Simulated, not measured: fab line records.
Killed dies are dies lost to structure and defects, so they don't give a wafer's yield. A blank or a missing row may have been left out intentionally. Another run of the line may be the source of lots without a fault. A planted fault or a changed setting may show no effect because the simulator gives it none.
Which tool is to blame? + flow nand-harc + 6 lots, 18 wafers sampled, at 3 steps of a route of 1302

## WHAT THE GAUGES SHOWED, per wafer
NHARC_P_M1_CD_MEAS_09: target cd 130 nm.
| lot  | measured     | on        | cd-nm (nm)        |
|------|--------------|-----------|-------------------|
| L896 | day 6 23:53  | cd-sem-02 | 130.9 130.9 131.3 |
| L899 | day 8 05:26  | cd-sem-03 | 130.1 130.2 130.3 |
| L901 | day 9 07:26  | cd-sem-01 | 129.3 128.9 130.0 |
| L908 | day 12 08:46 | cd-sem-03 | 131.0 130.8 130.1 |
| L912 | day 14 03:31 | cd-sem-01 | 129.6 129.7 129.0 |
| L916 | day 15 08:51 | cd-sem-02 | 128.7 128.9 128.4 |

## TOOL THAT RAN EACH LOT (tool first, then ch and the chambers of the sampled wafers, then the start)
| lot  | NHARC_P_M0_PRE_CLEAN_29                 | NHARC_P_M1_PEB_07                 |
|------|-----------------------------------------|-----------------------------------|
| L896 | pvd-sputter-01, day 6 23:49 or earlier  | litho-track-04 ch 0, day 6 23:49  |
| L899 | pvd-sputter-02, day 8 05:21 or earlier  | litho-track-04 ch 0, day 8 05:21  |
| L901 | pvd-sputter-03, day 9 07:22 or earlier  | litho-track-06 ch 0, day 9 07:22  |
| L908 | pvd-sputter-03, day 12 08:41 or earlier | litho-track-04 ch 0, day 12 08:41 |
| L912 | pvd-sputter-03, day 14 03:26 or earlier | litho-track-01 ch 0, day 14 03:26 |
| L916 | pvd-sputter-01, day 15 08:47 or earlier | litho-track-06 ch 0, day 15 08:47 |
- NHARC_P_M0_PRE_CLEAN_29: time 30 s.
- NHARC_P_M1_PEB_07: peb time 65 s.

## THE ANSWER, worked out from the rows above alone
Rule: usual is defined by the lots themselves. Put in order of their means at a reading, lots are off if they are a third of the lots or fewer, leave a main group of 4 or more, and stand apart from it by a gap of 3 or more times the standard deviation of the main group's means; of several such gaps the widest counts. Not used: any main group whose means are identical at the precision the tables above print for the reading. A lot without any number at a reading at which 4 lots or more have one is off too. The other lots that the step has rows for count as sound.
Across all readings shown, no lot is off: no conclusion can be drawn from this.

## WHAT HAD BEEN PUT IN BY THE SIMULATOR
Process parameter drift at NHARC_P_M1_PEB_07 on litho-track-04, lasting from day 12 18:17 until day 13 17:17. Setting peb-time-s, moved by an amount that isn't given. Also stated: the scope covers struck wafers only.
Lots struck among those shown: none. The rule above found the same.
